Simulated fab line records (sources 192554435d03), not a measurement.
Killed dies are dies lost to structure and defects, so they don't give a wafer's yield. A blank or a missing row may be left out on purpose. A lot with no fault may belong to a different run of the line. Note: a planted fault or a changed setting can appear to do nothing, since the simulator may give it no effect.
Lot-split experiment :: flow n5_finfet :: 39 wafers read from 7 lots, route of 1938 steps

## ON THE SPLIT
At N5_BEOL_M7_ILD_DEP_00 (deposits SiCOH lowk from DEMS/porogen, target thk 179.75 nm, time 33.4 s), the setting time_s was moved away from the recipe's 33.4 s on 12 of the 39 wafers read, by -50.3% to +41.3%. For the rest of the wafers, this setting stayed at what the recipe calls for.

## FROM THE SPLIT ON TO THE READING: in between, the file shows 1 step
- N5_BEOL_M7_CURE_74: cures SiCOH lowk, time 240 s

## THE READING
M7_ILD_THK (nm), taken at N5_BEOL_M7_THK_MEAS_01. Typical for fault-free wafers on this fab line: 155.3 nm, with standard deviation 2.1 nm.

wafer: L074.1
tool, chamber at the split: pecvd-02, 0
time_s as run, s: 33.4
against the recipe: recipe
M7_ILD_THK, nm: 155.7
against lot-mates on the recipe: -

wafer: L074.2
tool, chamber at the split: pecvd-02, 2
time_s as run, s: 33.4
against the recipe: recipe
M7_ILD_THK, nm: 156.0
against lot-mates on the recipe: -

wafer: L074.3
tool, chamber at the split: pecvd-02, 1
time_s as run, s: 23.34
against the recipe: -30.1%
M7_ILD_THK, nm: 110.4
against lot-mates on the recipe: -45.9

wafer: L074.4
tool, chamber at the split: pecvd-02, 1
time_s as run, s: 23.34
against the recipe: -30.1%
M7_ILD_THK, nm: 111.6
against lot-mates on the recipe: -44.7

wafer: L074.5
tool, chamber at the split: pecvd-02, 2
time_s as run, s: 23.34
against the recipe: -30.1%
M7_ILD_THK, nm: 113.6
against lot-mates on the recipe: -42.7

wafer: L074.6
tool, chamber at the split: pecvd-02, 0
time_s as run, s: 33.4
against the recipe: recipe
M7_ILD_THK, nm: 157.2
against lot-mates on the recipe: -

wafer: L081.1
tool, chamber at the split: pecvd-02, 2
time_s as run, s: 43.1
against the recipe: +29.0%
M7_ILD_THK, nm: 200.4
against lot-mates on the recipe: +44.4

wafer: L081.2
tool, chamber at the split: pecvd-02, 1
time_s as run, s: 43.1
against the recipe: +29.0%
M7_ILD_THK, nm: 198.2
against lot-mates on the recipe: +42.2

wafer: L081.3
tool, chamber at the split: pecvd-02, 0
time_s as run, s: 43.1
against the recipe: +29.0%
M7_ILD_THK, nm: 196.4
against lot-mates on the recipe: +40.4

wafer: L081.4
tool, chamber at the split: pecvd-02, 1
time_s as run, s: 33.4
against the recipe: recipe
M7_ILD_THK, nm: 154.5
against lot-mates on the recipe: -

wafer: L081.5
tool, chamber at the split: pecvd-02, 2
time_s as run, s: 33.4
against the recipe: recipe
M7_ILD_THK, nm: 156.6
against lot-mates on the recipe: -

wafer: L081.6
tool, chamber at the split: pecvd-02, 0
time_s as run, s: 33.4
against the recipe: recipe
M7_ILD_THK, nm: 156.8
against lot-mates on the recipe: -

wafer: L085.3
tool, chamber at the split: pecvd-04, 1
time_s as run, s: 33.4
against the recipe: recipe
M7_ILD_THK, nm: 154.6
against lot-mates on the recipe: -

wafer: L085.4
tool, chamber at the split: pecvd-04, 2
time_s as run, s: 33.4
against the recipe: recipe
M7_ILD_THK, nm: 158.9
against lot-mates on the recipe: -

wafer: L085.6
tool, chamber at the split: pecvd-04, 1
time_s as run, s: 33.4
against the recipe: recipe
M7_ILD_THK, nm: 156.1
against lot-mates on the recipe: -

wafer: L087.1
tool, chamber at the split: pecvd-04, 0
time_s as run, s: 47.19
against the recipe: +41.3%
M7_ILD_THK, nm: 216.5
against lot-mates on the recipe: +61.9

wafer: L087.2
tool, chamber at the split: pecvd-04, 1
time_s as run, s: 33.4
against the recipe: recipe
M7_ILD_THK, nm: 152.7
against lot-mates on the recipe: -

wafer: L087.3
tool, chamber at the split: pecvd-04, 2
time_s as run, s: 47.19
against the recipe: +41.3%
M7_ILD_THK, nm: 215.7
against lot-mates on the recipe: +61.1

wafer: L087.4
tool, chamber at the split: pecvd-04, 2
time_s as run, s: 33.4
against the recipe: recipe
M7_ILD_THK, nm: 156.2
against lot-mates on the recipe: -

wafer: L087.5
tool, chamber at the split: pecvd-04, 1
time_s as run, s: 47.19
against the recipe: +41.3%
M7_ILD_THK, nm: 218.6
against lot-mates on the recipe: +64.0

wafer: L087.6
tool, chamber at the split: pecvd-04, 0
time_s as run, s: 33.4
against the recipe: recipe
M7_ILD_THK, nm: 154.9
against lot-mates on the recipe: -

wafer: L086.1
tool, chamber at the split: pecvd-04, 0
time_s as run, s: 33.4
against the recipe: recipe
M7_ILD_THK, nm: 154.5
against lot-mates on the recipe: -

wafer: L086.2
tool, chamber at the split: pecvd-04, 2
time_s as run, s: 33.4
against the recipe: recipe
M7_ILD_THK, nm: 154.0
against lot-mates on the recipe: -

wafer: L086.3
tool, chamber at the split: pecvd-04, 1
time_s as run, s: 33.4
against the recipe: recipe
M7_ILD_THK, nm: 152.8
against lot-mates on the recipe: -

wafer: L086.4
tool, chamber at the split: pecvd-04, 1
time_s as run, s: 33.4
against the recipe: recipe
M7_ILD_THK, nm: 156.3
against lot-mates on the recipe: -

wafer: L086.5
tool, chamber at the split: pecvd-04, 0
time_s as run, s: 33.4
against the recipe: recipe
M7_ILD_THK, nm: 155.6
against lot-mates on the recipe: -

wafer: L086.6
tool, chamber at the split: pecvd-04, 2
time_s as run, s: 33.4
against the recipe: recipe
M7_ILD_THK, nm: 156.5
against lot-mates on the recipe: -

wafer: L088.1
tool, chamber at the split: pecvd-02, 2
time_s as run, s: 16.6
against the recipe: -50.3%
M7_ILD_THK, nm: 76.8
against lot-mates on the recipe: -77.8

wafer: L088.2
tool, chamber at the split: pecvd-02, 0
time_s as run, s: 16.6
against the recipe: -50.3%
M7_ILD_THK, nm: 78.2
against lot-mates on the recipe: -76.4

wafer: L088.3
tool, chamber at the split: pecvd-02, 1
time_s as run, s: 33.4
against the recipe: recipe
M7_ILD_THK, nm: 152.2
against lot-mates on the recipe: -

wafer: L088.4
tool, chamber at the split: pecvd-02, 0
time_s as run, s: 33.4
against the recipe: recipe
M7_ILD_THK, nm: 156.0
against lot-mates on the recipe: -

wafer: L088.5
tool, chamber at the split: pecvd-02, 1
time_s as run, s: 16.6
against the recipe: -50.3%
M7_ILD_THK, nm: 76.1
against lot-mates on the recipe: -78.5

wafer: L088.6
tool, chamber at the split: pecvd-02, 2
time_s as run, s: 33.4
against the recipe: recipe
M7_ILD_THK, nm: 155.5
against lot-mates on the recipe: -

wafer: L091.1
tool, chamber at the split: pecvd-03, 1,0
time_s as run, s: 33.4
against the recipe: recipe
M7_ILD_THK, nm: 153.5
against lot-mates on the recipe: -

wafer: L091.2
tool, chamber at the split: pecvd-03, 1,0
time_s as run, s: 33.4
against the recipe: recipe
M7_ILD_THK, nm: 153.5
against lot-mates on the recipe: -

wafer: L091.3
tool, chamber at the split: pecvd-03, 2
time_s as run, s: 33.4
against the recipe: recipe
M7_ILD_THK, nm: 153.7
against lot-mates on the recipe: -

wafer: L091.4
tool, chamber at the split: pecvd-03, 0
time_s as run, s: 33.4
against the recipe: recipe
M7_ILD_THK, nm: 155.6
against lot-mates on the recipe: -

wafer: L091.5
tool, chamber at the split: pecvd-03, 1
time_s as run, s: 33.4
against the recipe: recipe
M7_ILD_THK, nm: 156.2
against lot-mates on the recipe: -

wafer: L091.6
tool, chamber at the split: pecvd-03, 2
time_s as run, s: 33.4
against the recipe: recipe
M7_ILD_THK, nm: 155.8
against lot-mates on the recipe: -
When a row names more than one chamber, that row covers several wafers, and the file does not tell which wafer ran in which chamber.

FIT RESULTS
A straight line over all 39 wafers: M7_ILD_THK changes by +1.51 nm for each +1% of time_s; r = +1.00; the points scatter about the line by 1.7 nm.
The same after taking each lot's own level away (the mean of its wafers on the recipe; 39 wafers): +1.51 nm for each +1%; r = +1.00; scatter 1.5 nm.
Per that fit: largest time_s move, reading shift of 76 nm.
Across the lots, their own levels run from 154.57 to 156.53 nm, a range of 0.9 times the standard deviation given above.
So the lot-to-lot level changes the slope little: the two slopes agree.
Check: for one of the wafers moved furthest among these (-50.3%), held out of the fit, the line's prediction against its lot-mates is -75.8 nm. Against them it came out at -77.8 nm.

## THE WHOLE CHAIN: every reading that the file lists as answering this split, in the file's order
step: N5_BEOL_M7_ILD_DEP_00
what it does: deposits SiCOH lowk from DEMS/porogen, target thk 179.75 nm, time 33.4 s
reading: SiCOH_lowk_of_BEOL_M7_ILD_DEP_00.thk_nm (the simulator's own value, which no gauge read)
change (the file's fit): +1.73 nm for each +1% of the setting
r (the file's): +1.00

step: N5_BEOL_M7_CURE_74
what it does: cures SiCOH lowk, time 240 s
reading: SiCOH_lowk_of_BEOL_M7_ILD_DEP_00.thk_nm (the simulator's own value, which no gauge read)
change (the file's fit): +1.51 nm for each +1% of the setting
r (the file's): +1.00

step: N5_BEOL_M7_THK_MEAS_01
what it does: 
reading: M7_ILD_THK
change (the file's fit): +1.51 for each +1% of the setting
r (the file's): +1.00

## THE FILE'S OWN FIT
M7_ILD_THK changes by +1.51 nm for each +1% of time_s, r = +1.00.
